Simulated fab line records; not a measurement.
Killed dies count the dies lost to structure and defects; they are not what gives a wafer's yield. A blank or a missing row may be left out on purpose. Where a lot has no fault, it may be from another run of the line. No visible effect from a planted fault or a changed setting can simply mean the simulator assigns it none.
Code-filled problem report in 8D (eight disciplines) form | flow n5-finfet | the parts of the form that need people (team, actions taken, sign-off) are left out

== 1. WHAT IS WRONG ==
Across 6 wafers from 2 lots, RS_PWELL at N5_BEOL_M4_RC_MEAS_101 averages 3145 ohm/sq, while fault-free wafers read 3008 ohm/sq with a standard deviation of 22. That is +6.2 standard deviations from the usual mean.
The first sign was on wafer L932.2 at day 11 00:24, on prober-02. At this step, 27 wafers from 9 lots have a number in the record. Rule for "out" (also "out of limits"): further than 4 standard deviations from the usual mean. Any other wafer with a number is counted as sound.

== 2. WHAT IT IS, WHAT IT ISN'T ==
question                    | is                     | is not
which readings at this step | RS_PWELL               | DIBL_N, DIBL_P, IOFF_N, IOFF_P, ION_N, ION_P, SS_N, SS_P, VT_N, VT_P
which lots                  | L932, L935             | L924, L925, L928, L929, L942, L943, L945
which wafers of those lots  | all that have a number | -
read on which gauges        | prober-02              | prober-01
when                        | from day 11 00:24      | up to then (12 sound wafers); but 9 sound wafers of L942, L943, L945 came after

== 3. SUSPECTS, AND WHAT RULES EACH OUT ==
Counting: a tool at a process step up to the reading stays a suspect if it ran every lot that is out and no sound lot after the first of them.
- the gauge at N5_BEOL_M4_RC_MEAS_101: ruled out. All the wafers that are out were read on prober-02, but those of them that N5_WELL_APT_IMPLANT_31 has rows for are out there too, on other tools.
- plasma-asher-02 at N5_ZERO_LAYER_STRIP_24 (strips in O2): ruled out as a lasting fault. Sound lots L942, L943 ran on it after its first lot that is out, L932 (day 3 18:53).
- rie-diel-02 at N5_WELL_APT_DESCUM_30 (chemistry O2, time 7.9 s): ruled out as a lasting fault. Sound lots L943, L945 ran on it after its first lot that is out, L932 (day 3 23:28).
- implanter-01 at N5_WELL_APT_IMPLANT_31: kept. It ran every lot that is out, first L932 (day 3 23:35), and no sound lot after that; its last sound lot up to then is L928 (day 2 21:59). Out on those wafers are its own readings of dose-ions-cm2.
- rie-diel-06 at N5_PMOS_HMC_CHANNEL_EPI_STRIP_33 (strips in N2/H2): ruled out as a lasting fault. Sound lots L942 ran on it after its first lot that is out, L932 (day 4 01:50).
After counting, what remains is implanter-01 at N5_WELL_APT_IMPLANT_31.

== 4. THE CAUSE (what the simulator had put in) ==
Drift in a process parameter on implanter-01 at N5_WELL_APT_IMPLANT_31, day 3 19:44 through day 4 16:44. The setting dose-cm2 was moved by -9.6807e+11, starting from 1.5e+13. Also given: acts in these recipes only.
The count eliminated every tool but this one.

== 5. SEQUENCE OF EFFECTS, ordered by route ==
Each row: a reading whose mean over the struck wafers that have a number lies more than 3 standard deviations from the usual. Scope: only readings with a usual standard deviation given in the record; hours: median across lots of the time from each lot's start at the first step in this table that gives one to its start at this step; sigmas: change in usual standard deviations.
hours | step                   | reading            | usual       | on struck wafers | change      | sigmas
0     | N5_WELL_APT_IMPLANT_31 | dose-ions-cm2      | 1.4999e+13  | 1.4038e+13       | -9.6117e+11 | -53
0     | N5_WELL_APT_IMPLANT_31 | faraday-current-uA | 190         | 176              | -14         | -3.5
165   | N5_BEOL_M4_RC_MEAS_101 | RS_PWELL           | 3008 ohm/sq | 3145             | +137        | +6.2
Here are the process steps it includes:
- N5_WELL_APT_IMPLANT_31

== 6. HOW IT WOULD HAVE BEEN CAUGHT EARLIER ==
Counted from the fault's start at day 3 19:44, it took 173 hours until the first out-of-limits reading at a measuring or inspecting step in this record, taken at day 11 00:24.
At N5_WELL_APT_IMPLANT_31, the tool's own readings (dose-ions-cm2) were out on each struck wafer the step has a row for, so an alarm limit on them would have fired on the first such wafer.
The start of N5_WELL_APT_IMPLANT_31 on implanter-01 came by day 11 00:24 for every one of the lots that are out (2). Holding the tool at that point would not have protected any of them.
